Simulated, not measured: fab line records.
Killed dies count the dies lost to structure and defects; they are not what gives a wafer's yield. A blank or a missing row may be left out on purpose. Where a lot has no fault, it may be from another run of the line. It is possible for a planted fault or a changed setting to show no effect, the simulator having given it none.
A struck lot beside a sound one :: flow n5-finfet :: 14 steps out of a route of 1938
Sound: wafers L916.1, L916.3, L916.6. The struck wafers were L929.1, L929.2, L929.3. The cause is named last.
Order at every step that has rows: each side's tool, ch and its chambers, its first start. Under that, the readings that differ: sound wafers :: struck wafers :: difference of the means :: sigmas: that difference in standard deviations of wafers without a fault.
alike: same words and numbers on both sides, and readings whose means sit less than 2 such deviations apart. not compared: any withheld reading, any reading some wafer has no value for, any bound like >300 that may hide the same value, and any number with overlapping values for which the record gives no deviation.
Wherever a step has rows on one side only, a row that says differs or no value, or a row with sigmas, the two part there. Numbers that have no deviation but don't overlap get no sigmas and don't part them. A reading missing from all wafers of one side parts the sides only when that side holds two or more wafers.

first, 7 steps without rows for these wafers: N5_PASSIVATION_COAT_38; N5_PASSIVATION_EBR_40; N5_PASSIVATION_SOFTBAKE_39 (time 120 s); N5_PASSIVATION_EXPOSE_41 (exposes mask PASS OPEN, defocus 0 nm, target cd 40000 nm); N5_PASSIVATION_PEB_42; N5_PASSIVATION_DEVELOP_43 (develop time 60 s); N5_PASSIVATION_HARDBAKE_45 (time 120 s).
N5_PASSIVATION_CD_MEAS_44 targets a cd of 40000 nm.
  sound on cd-sem-02 ch 0, day 13 01:41; struck on cd-sem-01 ch 0, day 16 16:36
  alike: cd-nm
N5_PASSIVATION_OVL_MEAS_66:
  sound on overlay-02 ch 0, day 13 01:43; struck on overlay-01 ch 0, day 16 16:38
  alike: PASS_OPEN_OVL
N5_PASSIVATION_INSPECT_67: inspects for defects (macro).
  sound: defect-inspect-01 at day 13 01:44; struck: defect-inspect-02 at day 16 16:40
  alike: raw-defect-count
N5_PASSIVATION_DESCUM_46: chemistry O2, time 7.9 s.
  sound on rie-diel-03 ch 1,2,3, day 13 01:46; struck on rie-diel-03 ch 1,2,3, day 16 16:41
  alike: chamber-pressure-mTorr, drypump-motor-current-A, o2-flow-sccm, oes-product-au, rf-fwd-power-W, rf-vpp-V, showerhead-plenum-p-Torr, throttle-valve-pct
  not compared: rf-hours-counter-h
N5_PASSIVATION_PASS_ETCH_47: etches SiNx in CF4/O2, target depth 770 nm, time 385 s.
  sound on rie-diel-03 ch 1,2,3, day 13 01:48; struck on rie-diel-03 ch 1,2,3, day 16 16:44
  alike: bias-w, chamber-pressure-mTorr, drypump-motor-current-A, oes-product-au, rf-fwd-power-W, rf-vpp-V, showerhead-plenum-p-Torr, throttle-valve-pct
  not compared: rf-hours-counter-h
N5_PASSIVATION_ETCH_54: etches SiO2 in CHF3/O2, target depth 880 nm, time 440 s.
  sound on rie-diel-03 ch 1,2,3, day 13 02:02; struck on rie-diel-03 ch 1,2,3, day 16 16:58
reading: bias-w (W)
sound: 170.7 170.1 170.0
struck: 197.4 196.8 197.7
difference: +27.0
sigmas: +56

reading: rf-vpp-V (V)
sound: 519 530 523
struck: 582 607 591
difference: +69
sigmas: +11

reading: model.etch.depth-nm (nm)
sound: 893.1 875.4 876.8
struck: 925.9 942.6 926.7
difference: +50.0
sigmas: 

reading: model.PASSIVATION.feature-depth-nm (nm)
sound: 893.2 875.4 876.8
struck: 925.8 942.6 926.8
difference: +49.9
sigmas: 
  alike: chamber-pressure-mTorr, drypump-motor-current-A, oes-product-au, rf-fwd-power-W, showerhead-plenum-p-Torr, throttle-valve-pct
  not compared: rf-hours-counter-h
N5_PASSIVATION_STRIP_48: strips in O2.
  sound on rie-diel-03 ch 1,2,3, day 13 02:19; struck on rie-diel-03 ch 1,2,3, day 16 17:15
  alike: chamber-pressure-mTorr, drypump-motor-current-A, o2-flow-sccm, oes-product-au, rf-vpp-V, showerhead-plenum-p-Torr, throttle-valve-pct
  not compared: rf-hours-counter-h

## WHERE THEY PART
Within this record, at N5_PASSIVATION_ETCH_54 only. Later steps at which nothing parts them and some readings are alike: N5_PASSIVATION_STRIP_48.

WHY: what had been put in by the simulator
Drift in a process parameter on rie-diel-03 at N5_PASSIVATION_ETCH_54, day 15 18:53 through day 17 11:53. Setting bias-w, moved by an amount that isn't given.
